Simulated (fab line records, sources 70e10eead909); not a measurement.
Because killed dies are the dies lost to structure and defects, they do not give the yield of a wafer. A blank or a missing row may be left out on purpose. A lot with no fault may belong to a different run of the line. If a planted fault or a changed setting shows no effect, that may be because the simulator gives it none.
Which tool is to blame? -- flow nand-harc -- 8 lots with 24 wafers sampled at 9 steps, on a route of 1302 steps

== WHAT THE GAUGES READ, wafer by wafer ==
NHARC_A_ONON_D1_THK_MEAS_02: measures by ellipsometry. Usual: 1003 nm for thk-nm, sd 10.
lot,measured,on,thk-nm (nm),flag
L857,day 10 00:53,film-metro-02,997 997 998,
L860,day 11 19:10,film-metro-02,987 986 986,
L862,day 12 10:05,film-metro-02,1006 1007 1004,
L863,day 12 17:07,film-metro-02,992 993 993,
L864,day 13 03:30,film-metro-02,996 995 994,
L865,day 13 20:17,film-metro-01,995 993 995,
L868,day 15 08:58,film-metro-01,1010 1007 1007,
L873,day 17 05:31,film-metro-02,1014 1014 1012,

NHARC_A_ONON_D1_THK_MEAS_11: measures by ellipsometry. Usual: 1003 nm for thk-nm, sd 10.
lot,measured,on,thk-nm (nm),flag
L857,day 10 02:35,film-metro-01,1016 1016 1013,
L860,day 11 20:51,film-metro-02,1004 1003 1003,
L862,day 12 11:47,film-metro-02,996 998 1000,
L863,day 12 18:49,film-metro-01,1007 1007 1007,
L864,day 13 05:11,film-metro-02,1018 1019 1018,
L865,day 13 22:00,film-metro-02,1010 1012 1013,
L868,day 15 10:40,film-metro-02,995 996 994,
L873,day 17 07:13,film-metro-02,1001 1001 998,

NHARC_A_CHANNEL_HOLE_D1_CD_MEAS_10 targets a cd of 100 nm. Usual: 100.1 nm for cd-nm, sd 0.53.
lot,measured,on,cd-nm (nm),flag
L857,day 10 17:59,cd-sem-03,100.6 99.7 100.4,
L860,day 12 11:39,cd-sem-03,81.9 82.3 83.4,OFF
L862,day 13 05:43,cd-sem-01,86.5 86.7 86.9,OFF
L863,day 13 05:33,cd-sem-01,101.0 100.3 100.2,
L864,day 13 21:47,cd-sem-02,101.3 100.6 100.8,
L865,day 14 11:48,cd-sem-02,100.8 99.8 100.0,
L868,day 16 00:22,cd-sem-01,99.7 100.5 99.4,
L873,day 18 01:17,cd-sem-02,100.5 99.0 100.5,

NHARC_A_CHANNEL_HOLE_D1_CD_MEAS_30. Usual: 90.1 nm for cd-nm, sd 1.2.
lot,measured,on,cd-nm (nm),flag
L857,day 11 01:50,cd-sem-01,91.6 90.6 91.1,
L860,day 12 18:45,cd-sem-03,70.9 73.2 71.7,OFF
L862,day 13 13:13,cd-sem-02,75.1 76.3 76.3,OFF
L863,day 13 12:26,cd-sem-02,90.3 91.8 91.0,
L864,day 14 04:54,cd-sem-01,90.9 89.2 89.0,
L865,day 14 19:12,cd-sem-01,89.6 89.5 90.0,
L868,day 16 08:02,cd-sem-02,90.1 92.0 90.3,
L873,day 18 10:05,cd-sem-01,89.8 90.5 89.9,

NHARC_END_WLT_00. Usual: VT_DECK1_BOTTOM 0.872, standard deviation 0.008; VT_DECK1_BOTTOM_INNER 0.872, standard deviation 0.0084; VT_DECK1_MEDIAN_NEAR_BOTTOM 0.873, standard deviation 0.0081; VT_DECK1_MEDIAN_NEAR_BOTTOM_INNER 0.874, standard deviation 0.0081; VT_DECK1_MIDDLE 0.885, standard deviation 0.0082; VT_DECK1_MIDDLE_INNER 0.885, standard deviation 0.008; VT_DECK1_TOP 0.896, standard deviation 0.0079; VT_DECK1_TOP_INNER 0.897, standard deviation 0.0081; VT_DECK2_BOTTOM 0.873, standard deviation 0.0071; VT_DECK2_BOTTOM_INNER 0.873, standard deviation 0.0079; VT_DECK2_MEDIAN_NEAR_BOTTOM 0.874, standard deviation 0.0077; VT_DECK2_MEDIAN_NEAR_BOTTOM_INNER 0.874, standard deviation 0.0081; VT_DECK2_MIDDLE 0.886, standard deviation 0.008; VT_DECK2_MIDDLE_INNER 0.886, standard deviation 0.0068; VT_DECK2_TOP 0.898, standard deviation 0.008; VT_DECK2_TOP_INNER 0.898, standard deviation 0.0077.
lot,measured,on,VT_DECK1_BOTTOM,VT_DECK1_BOTTOM_INNER,VT_DECK1_MEDIAN_NEAR_BOTTOM,VT_DECK1_MEDIAN_NEAR_BOTTOM_INNER,VT_DECK1_MIDDLE,VT_DECK1_MIDDLE_INNER,VT_DECK1_TOP,VT_DECK1_TOP_INNER,VT_DECK2_BOTTOM,VT_DECK2_BOTTOM_INNER,VT_DECK2_MEDIAN_NEAR_BOTTOM,VT_DECK2_MEDIAN_NEAR_BOTTOM_INNER,VT_DECK2_MIDDLE,VT_DECK2_MIDDLE_INNER,VT_DECK2_TOP,VT_DECK2_TOP_INNER,flag
L857,day 27 11:48,prober-01,0.870 0.861 0.863,0.874 0.860 0.871,0.868 0.863 0.875,0.870 0.866 0.871,0.882 0.869 0.878,0.882 0.883 0.886,0.896 0.881 0.890,0.889 0.886 0.888,0.873 0.880 0.871,0.877 0.872 0.870,0.879 0.875 0.869,0.875 0.882 0.876,0.889 0.907 0.892,0.894 0.896 0.887,0.903 0.899 0.910,0.903 0.907 0.911,
L860,day 28 11:26,prober-02,0.799 0.813 0.806,0.799 0.819 0.796,0.800 0.806 0.801,0.796 0.811 0.801,0.824 0.833 0.822,0.822 0.835 0.830,0.842 0.851 0.849,0.838 0.843 0.845,0.884 0.877 0.880,0.883 0.873 0.878,0.879 0.883 0.886,0.882 0.868 0.891,0.895 0.881 0.896,0.889 0.885 0.900,0.905 0.899 0.903,0.903 0.903 0.902,OFF
L862,day 29 05:32,prober-02,0.821 0.841 0.830,0.826 0.837 0.827,0.832 0.837 0.826,0.829 0.836 0.829,0.844 0.855 0.859,0.853 0.850 0.845,0.870 0.866 0.868,0.874 0.870 0.874,0.888 0.874 0.882,0.888 0.886 0.882,0.883 0.884 0.885,0.886 0.887 0.878,0.895 0.898 0.897,0.895 0.885 0.889,0.902 0.904 0.902,0.899 0.910 0.900,OFF
L863,day 29 05:01,prober-01,0.882 0.894 0.887,0.888 0.876 0.884,0.882 0.885 0.886,0.880 0.895 0.887,0.899 0.896 0.896,0.896 0.890 0.892,0.914 0.906 0.905,0.903 0.911 0.911,0.882 0.885 0.877,0.877 0.882 0.876,0.878 0.885 0.874,0.872 0.887 0.878,0.890 0.894 0.896,0.890 0.892 0.882,0.896 0.895 0.899,0.899 0.899 0.904,
L864,day 29 18:30,prober-01,0.877 0.865 0.866,0.879 0.861 0.870,0.867 0.869 0.866,0.877 0.876 0.871,0.885 0.887 0.885,0.884 0.886 0.895,0.904 0.911 0.895,0.898 0.898 0.899,0.877 0.877 0.882,0.884 0.881 0.881,0.876 0.883 0.880,0.882 0.880 0.884,0.893 0.894 0.901,0.890 0.899 0.896,0.915 0.913 0.904,0.903 0.905 0.904,
L865,day 30 06:17,prober-02,0.869 0.872 0.872,0.874 0.865 0.868,0.875 0.868 0.876,0.877 0.873 0.872,0.896 0.884 0.887,0.890 0.885 0.876,0.908 0.890 0.896,0.893 0.914 0.898,0.887 0.887 0.882,0.883 0.877 0.876,0.880 0.876 0.886,0.886 0.876 0.884,0.897 0.894 0.900,0.897 0.889 0.893,0.908 0.908 0.914,0.907 0.910 0.907,
L868,day 32 10:06,prober-01,0.871 0.873 0.868,0.871 0.877 0.871,0.870 0.869 0.870,0.872 0.877 0.871,0.877 0.878 0.890,0.890 0.894 0.886,0.895 0.892 0.900,0.897 0.896 0.893,0.868 0.869 0.875,0.870 0.863 0.868,0.871 0.880 0.864,0.871 0.867 0.871,0.890 0.886 0.880,0.876 0.885 0.882,0.899 0.895 0.896,0.892 0.894 0.894,
L873,day 33 22:31,prober-01,0.867 0.884 0.871,0.875 0.875 0.880,0.878 0.868 0.882,0.879 0.874 0.880,0.885 0.883 0.893,0.885 0.894 0.892,0.898 0.896 0.894,0.898 0.902 0.899,0.861 0.867 0.864,0.857 0.860 0.866,0.858 0.860 0.861,0.863 0.865 0.863,0.871 0.873 0.877,0.877 0.884 0.878,0.895 0.889 0.891,0.894 0.889 0.894,

NHARC_END_SORT_01. Usual: killed-at-array 57, standard deviation 20; killed-at-other 1.0, standard deviation 1.5; killed-at-periphery 3.5, standard deviation 2.5; killed-dies 62, standard deviation 21; killed-open 3.5, standard deviation 1.9; killed-short 2.4, standard deviation 1.6.
lot,measured,on,killed-at-array,killed-at-other,killed-at-periphery,killed-dies,killed-open,killed-short,flag
L860,day 28 14:28,prober-02,369 370 330,3 5 6,4 0 3,376 375 339,2 1 1,4 3 1,OFF
L862,day 29 08:53,prober-02,124 144 78,0 0 0,12 3 1,136 147 79,3 3 1,7 2 3,
L863,day 29 08:01,prober-01,19 19 14,2 0 1,2 4 3,23 23 18,4 5 4,4 4 1,

== TOOL THAT RAN EACH LOT (tool first, then ch and the chambers of the sampled wafers, then the start) ==
lot,NHARC_A_CHANNEL_HOLE_D1_EXPOSE_07,NHARC_A_CHANNEL_HOLE_D1_DESCUM_15,NHARC_A_CHANNEL_HOLE_D1_XSEM_31
L857,"arfi-scanner-01 ch 0, day 10 17:51","rie-diel-10 ch 1,2,3, day 10 18:10","xsem-01 ch 0, day 11 01:55"
L860,"arfi-scanner-01 ch 0, day 12 11:31","rie-diel-04 ch 0,1,2, day 12 11:51","xsem-02 ch 0, day 12 18:50"
L862,"arfi-scanner-01 ch 0, day 13 05:34","rie-diel-01 ch 1,2,3, day 13 05:54","xsem-01 ch 0, day 13 13:18"
L863,"arfi-scanner-03 ch 0, day 13 05:25","rie-diel-10 ch 0,2, day 13 05:45","xsem-02 ch 0, day 13 12:32"
L864,"arfi-scanner-03 ch 0, day 13 21:40","rie-diel-10 ch 0,2,3, day 13 21:59","xsem-02 ch 0, day 14 04:59"
L865,"arfi-scanner-03 ch 0, day 14 11:40","rie-diel-10 ch 2,3, day 14 11:59","xsem-02 ch 0, day 14 19:18"
L868,"arfi-scanner-03 ch 0, day 16 00:13","rie-diel-10 ch 0,1,2, day 16 00:49","xsem-02 ch 0, day 16 08:07"
L873,"arfi-scanner-03 ch 0, day 18 01:08","rie-diel-10 ch 2,3, day 18 01:28","xsem-01 ch 0, day 18 10:10"
- NHARC_A_CHANNEL_HOLE_D1_EXPOSE_07: exposes mask HOLE D1, target cd 100 nm.
- NHARC_A_CHANNEL_HOLE_D1_DESCUM_15: chemistry O2, time 3 s.
- NHARC_A_CHANNEL_HOLE_D1_XSEM_31

== WHAT THE TOOLS THEMSELVES READ (means of the sampled wafers that have a number; where no wafer has one, the mark that the record gives instead) ==
NHARC_A_CHANNEL_HOLE_D1_EXPOSE_07. Usual: exposure-dose-mJ-cm2 59.59, standard deviation 0.073; focus-offset-nm 0.0 nm, standard deviation 0.55.
lot,tool,exposure-dose-mJ-cm2,focus-offset-nm (nm),flag
L857,arfi-scanner-01,59.73,-0.1,
L860,arfi-scanner-01,41.19,0.4,OFF
L862,arfi-scanner-01,44.86,0.1,OFF
L863,arfi-scanner-03,59.52,-0.6,
L864,arfi-scanner-03,59.55,0.4,
L865,arfi-scanner-03,59.62,0.3,
L868,arfi-scanner-03,59.52,0.0,
L873,arfi-scanner-03,59.52,0.1,

NHARC_A_CHANNEL_HOLE_D1_DESCUM_15. Usual: drypump-motor-current-A 5.5 A, standard deviation 0.3; o2-flow-sccm 200.1 sccm, standard deviation 0.6; oes-product-au 1.000 a.u., standard deviation 0.012; rf-vpp-V 57.8 V, standard deviation 0.85; showerhead-plenum-p-Torr 1.90 Torr, standard deviation 0.059; throttle-valve-pct 11.311 %, standard deviation 0.0094.
lot,tool,drypump-motor-current-A (A),o2-flow-sccm (sccm),oes-product-au (a.u.),rf-vpp-V (V),showerhead-plenum-p-Torr (Torr),throttle-valve-pct (%),flag
L857,rie-diel-10,5.4,200.0,1.012,57.8,1.86,11.309,
L860,rie-diel-04,5.7,200.8,0.988,58.1,2.01,11.310,
L862,rie-diel-01,6.1,200.1,0.997,57.8,1.88,11.305,
L863,rie-diel-10,5.4,199.7,0.994,57.9,1.94,11.311,
L864,rie-diel-10,5.5,199.9,0.993,58.0,1.90,11.302,
L865,rie-diel-10,5.7,199.8,0.987,56.8,1.87,11.317,
L868,rie-diel-10,5.4,199.9,0.997,58.6,1.89,11.323,
L873,rie-diel-10,5.7,200.8,0.990,58.1,1.86,11.310,

NHARC_A_CHANNEL_HOLE_D1_XSEM_31. Usual: bot-cd-nm 74.7 nm, standard deviation 1.2; bow-nm 8.58 nm, standard deviation 0.2; tilt-deg 0.06 degrees, standard deviation 0.037.
lot,tool,bot-cd-nm (nm),bow-nm (nm),tilt-deg (degrees),flag
L857,xsem-01,75.7,8.66,0.06,
L860,xsem-02,56.6,8.67,0.06,OFF
L862,xsem-01,60.4,8.57,0.05,OFF
L863,xsem-02,75.1,8.86,0.09,
L864,xsem-02,74.6,8.24,0.06,
L865,xsem-02,74.7,8.97,0.08,
L868,xsem-02,74.9,8.47,0.06,
L873,xsem-01,74.8,8.25,0.05,

== THE ANSWER, worked out from the rows above alone ==
Rule: lot off if the mean of its wafers having a number is beyond 3 standard deviations from the usual mean. Also off: a lot with no number at a reading for which 4 or more lots have one. Any other lot the step has rows for is counted as sound. Order of review: gauges by route order, followed by the tools' own readings, for which a lot's mean as printed above is used. At the first step where some lot is off, the reading lying furthest off is the one used; lots without a number count as furthest.
Off at NHARC_A_CHANNEL_HOLE_D1_CD_MEAS_10 (cd-nm): L860, L862.
A tool fits if, at a process step before that reading, it ran every lot that is off, and no sound lot after the first of them. The gauges at NHARC_A_CHANNEL_HOLE_D1_CD_MEAS_10 aren't tried: what is off there is off at NHARC_END_WLT_00 too, on other tools, and a gauge's error can't cause that. One candidate fits, namely arfi-scanner-01 at NHARC_A_CHANNEL_HOLE_D1_EXPOSE_07. Its last sound lot is L857 (day 10 17:51), its first lot that is off L860 (day 12 11:31): a fault that began between those two fits.
On the lots that are off, the tool's own readings at NHARC_A_CHANNEL_HOLE_D1_EXPOSE_07 differ by more than 5 times the standard deviation of the sound lots' means, which bears it out; exposure-dose-mJ-cm2 reads 43.02 there versus 59.58 on the sound lots.

== WHAT HAD BEEN PUT IN BY THE SIMULATOR ==
Process parameters drifting: arfi-scanner-01 at NHARC_A_CHANNEL_HOLE_D1_EXPOSE_07, beginning at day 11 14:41. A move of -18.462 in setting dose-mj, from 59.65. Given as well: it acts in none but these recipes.
Struck lots among those shown: L860, L862. Same finding as the rule above.
